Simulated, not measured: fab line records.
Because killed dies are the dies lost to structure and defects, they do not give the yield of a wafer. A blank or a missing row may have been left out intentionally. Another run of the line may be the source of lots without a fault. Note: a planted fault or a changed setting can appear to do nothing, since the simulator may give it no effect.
Chamber matching	flow n5-finfet	N5_BEOL_M4_STRIP_36 on rie-diel-06: 4 sister chambers
The step strips in N2/H2. 18 wafers are shown with their chamber, then 9 later ones without.

== WAFERS WITH THEIR CHAMBER ==
wafer	chamber	drypump-motor-current-A (A)	showerhead-plenum-p-Torr (Torr)	throttle-valve-pct (%)
L075.1	0	5.8	2.71	23.81
L075.2	2	5.0	2.50	23.30
L075.5	1	5.8	2.44	23.62
L078.1	0	5.8	2.71	23.84
L078.3	2	5.0	2.50	23.32
L078.6	0	5.8	2.71	23.84
L079.1	2	5.0	2.50	23.30
L079.2	0	5.8	2.71	23.85
L079.3	3	6.0	2.67	23.63
L079.4	0	5.8	2.71	23.83
L079.5	2	4.9	2.50	23.30
L079.6	3	6.0	2.67	23.65
L086.1	1	5.8	2.43	23.64
L086.2	2	4.9	2.49	23.08
L086.3	0	5.8	2.70	23.85
L086.4	3	6.0	2.65	23.65
L086.5	3	6.0	2.65	23.65
L086.6	2	5.0	2.49	23.10

SIGNATURES (averages over the wafers above)
reading	chamber 0	chamber 1	chamber 2	chamber 3	scatter within a chamber
drypump-motor-current-A	5.800	5.800	4.967	6.000	0.0309
showerhead-plenum-p-Torr	2.7083	2.4350	2.4967	2.6600	0.0069
throttle-valve-pct	23.8367	23.6300	23.2333	23.6450	0.0675
Rule: for a wafer and a chamber, the distance is found by dividing, reading by reading, the gap between the wafer's reading and the chamber's mean by the reading's scatter, squaring, summing and taking the root. The wafer belongs to the nearest chamber; if the next one is less than 2 further off, it can't be placed. The scatter: the root of (the sum of the squares of (reading less its chamber's mean) over the shown wafers, divided by (wafers less chambers)).

== WAFERS WITH NO CHAMBER GIVEN ==
wafer	drypump-motor-current-A (A)	showerhead-plenum-p-Torr (Torr)	throttle-valve-pct (%)
L090.3	5.8	2.43	23.66
L090.4	5.0	2.49	23.13
L090.6	4.9	2.49	23.06
L095.1	5.0	2.48	23.09
L095.2	6.0	2.64	23.72
L095.3	5.8	2.68	23.86
L095.4	5.8	2.42	23.65
L095.5	5.8	2.69	23.88
L095.6	5.8	2.42	23.69

== EACH ONE'S CHAMBER ==
wafer	from the rows above	in truth
L090.3	1	1
L090.4	2	2
L090.6	2	2
L095.1	2	2
L095.2	3	3
L095.3	0	0
L095.4	1	1
L095.5	0	0
L095.6	1	1
Correctly placed: 9 of 9. Number that these rows cannot place: 0. Wrongly placed: 0.
